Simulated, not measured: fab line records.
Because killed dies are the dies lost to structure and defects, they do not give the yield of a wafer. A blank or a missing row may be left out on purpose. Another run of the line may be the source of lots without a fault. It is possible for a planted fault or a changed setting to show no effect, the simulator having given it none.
Chamber matching :: flow n5_finfet :: N5_BEOL_M2_STRIP_19 on rie_diel-05 has 4 sister chambers
The step strips in O2. 8 wafers are shown with their chamber, then 12 later ones without.

== WAFERS PAIRED WITH THEIR CHAMBERS ==
wafer: L080.5
chamber: 0
showerhead_plenum_p_Torr (Torr): 2.12
drypump_motor_current_A (A): 5.8

wafer: L085.5
chamber: 2
showerhead_plenum_p_Torr (Torr): 2.05
drypump_motor_current_A (A): 5.7

wafer: L088.1
chamber: 1
showerhead_plenum_p_Torr (Torr): 2.03
drypump_motor_current_A (A): 5.9

wafer: L088.3
chamber: 3
showerhead_plenum_p_Torr (Torr): 2.13
drypump_motor_current_A (A): 6.3

wafer: L088.4
chamber: 2
showerhead_plenum_p_Torr (Torr): 2.05
drypump_motor_current_A (A): 5.8

wafer: L090.1
chamber: 0
showerhead_plenum_p_Torr (Torr): 2.11
drypump_motor_current_A (A): 5.8

wafer: L090.2
chamber: 3
showerhead_plenum_p_Torr (Torr): 2.13
drypump_motor_current_A (A): 6.2

wafer: L090.3
chamber: 1
showerhead_plenum_p_Torr (Torr): 2.03
drypump_motor_current_A (A): 5.9

== WAFERS WITHOUT THEIR CHAMBER ==
wafer: L092.1
showerhead_plenum_p_Torr (Torr): 2.11
drypump_motor_current_A (A): 5.7

wafer: L092.4
showerhead_plenum_p_Torr (Torr): 2.05
drypump_motor_current_A (A): 5.8

wafer: L092.5
showerhead_plenum_p_Torr (Torr): 2.05
drypump_motor_current_A (A): 5.8

wafer: L093.1
showerhead_plenum_p_Torr (Torr): 2.11
drypump_motor_current_A (A): 5.7

wafer: L093.4
showerhead_plenum_p_Torr (Torr): 2.13
drypump_motor_current_A (A): 6.3

wafer: L093.6
showerhead_plenum_p_Torr (Torr): 2.11
drypump_motor_current_A (A): 5.8

wafer: L094.1
showerhead_plenum_p_Torr (Torr): 2.11
drypump_motor_current_A (A): 5.7

wafer: L094.2
showerhead_plenum_p_Torr (Torr): 2.04
drypump_motor_current_A (A): 5.7

wafer: L094.3
showerhead_plenum_p_Torr (Torr): 2.03
drypump_motor_current_A (A): 5.9

wafer: L094.4
showerhead_plenum_p_Torr (Torr): 2.13
drypump_motor_current_A (A): 6.2

wafer: L094.5
showerhead_plenum_p_Torr (Torr): 2.11
drypump_motor_current_A (A): 5.7

wafer: L094.6
showerhead_plenum_p_Torr (Torr): 2.13
drypump_motor_current_A (A): 6.2

== WHICH CHAMBER EACH ONE RAN IN ==
wafer: L092.1
from the rows above: 0
in truth: 0

wafer: L092.4
from the rows above: 2
in truth: 2

wafer: L092.5
from the rows above: 2
in truth: 2

wafer: L093.1
from the rows above: 0
in truth: 0

wafer: L093.4
from the rows above: 3
in truth: 3

wafer: L093.6
from the rows above: 0
in truth: 0

wafer: L094.1
from the rows above: 0
in truth: 0

wafer: L094.2
from the rows above: can't be placed: 2 or 1
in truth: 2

wafer: L094.3
from the rows above: 1
in truth: 1

wafer: L094.4
from the rows above: 3
in truth: 3

wafer: L094.5
from the rows above: 0
in truth: 0

wafer: L094.6
from the rows above: 3
in truth: 3
Correct placement for 11 of the 12. These rows do not allow placing 1 (true chamber among the candidates in 1). Wrongly placed: 0.
How it was worked out, from the rows above alone: a wafer's distance from a chamber is the root of the sum, over the readings, of the square of ((its reading less the chamber's mean) divided by the reading's scatter). The wafer belongs to the nearest chamber; if the next one is less than 2 further off, it can't be placed. A chamber's mean is the mean of its shown wafers. The scatter: the root of (the sum of the squares of (reading less its chamber's mean) over the shown wafers, divided by (wafers less chambers)).
